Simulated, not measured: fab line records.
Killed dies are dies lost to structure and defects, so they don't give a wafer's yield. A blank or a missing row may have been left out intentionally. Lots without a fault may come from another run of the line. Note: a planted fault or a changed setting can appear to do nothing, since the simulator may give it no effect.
Chamber matching | flow nand harc | 4 sister chambers for NHARC_A_CONTACT_ETCH_102 on rie diel-12
The step etches the open film in CF4/O2, target depth 70 nm, overetch 7 nm, time 38.5 s. 8 wafers are shown with their chamber, then 12 later ones without.

WAFERS PAIRED WITH THEIR CHAMBERS
wafer  | chamber | showerhead plenum p Torr (Torr) | drypump motor current A (A)
L083.1 | 1       | 1.38                            | 6.2
L083.3 | 3       | 1.40                            | 5.2
L083.5 | 2       | 1.42                            | 6.3
L089.1 | 3       | 1.39                            | 5.2
L089.5 | 1       | 1.38                            | 6.2
L093.2 | 2       | 1.42                            | 6.3
L093.4 | 0       | 1.32                            | 5.3
L093.6 | 0       | 1.32                            | 5.4

WAFERS MISSING THEIR CHAMBER
wafer  | showerhead plenum p Torr (Torr) | drypump motor current A (A)
L088.3 | 1.42                            | 6.3
L088.4 | 1.32                            | 5.4
L088.6 | 1.38                            | 6.2
L090.1 | 1.38                            | 6.1
L090.2 | 1.42                            | 6.3
L090.3 | 1.32                            | 5.4
L094.1 | 1.38                            | 6.2
L094.2 | 1.39                            | 5.2
L094.5 | 1.32                            | 5.3
L095.2 | 1.31                            | 5.4
L095.4 | 1.39                            | 5.2
L095.6 | 1.42                            | 6.3

WHICH CHAMBER EACH ONE RAN IN
wafer  | from the rows above | in truth
L088.3 | 2                   | 2
L088.4 | 0                   | 0
L088.6 | 1                   | 1
L090.1 | 1                   | 1
L090.2 | 2                   | 2
L090.3 | 0                   | 0
L094.1 | 1                   | 1
L094.2 | 3                   | 3
L094.5 | 0                   | 0
L095.2 | 0                   | 0
L095.4 | 3                   | 3
L095.6 | 2                   | 2
Correct placement for 12 of the 12. From these rows, 0 cannot be placed. Placed wrongly: 0.
How it was worked out, from the rows above alone: a wafer's distance from a chamber is the root of the sum, over the readings, of the square of ((its reading less the chamber's mean) divided by the reading's scatter). The wafer belongs to the nearest chamber; if the next one is less than 2 further off, it can't be placed. Each chamber's mean is taken over the wafers shown for it. The scatter: the root of (the sum of the squares of (reading less its chamber's mean) over the shown wafers, divided by (wafers less chambers)).
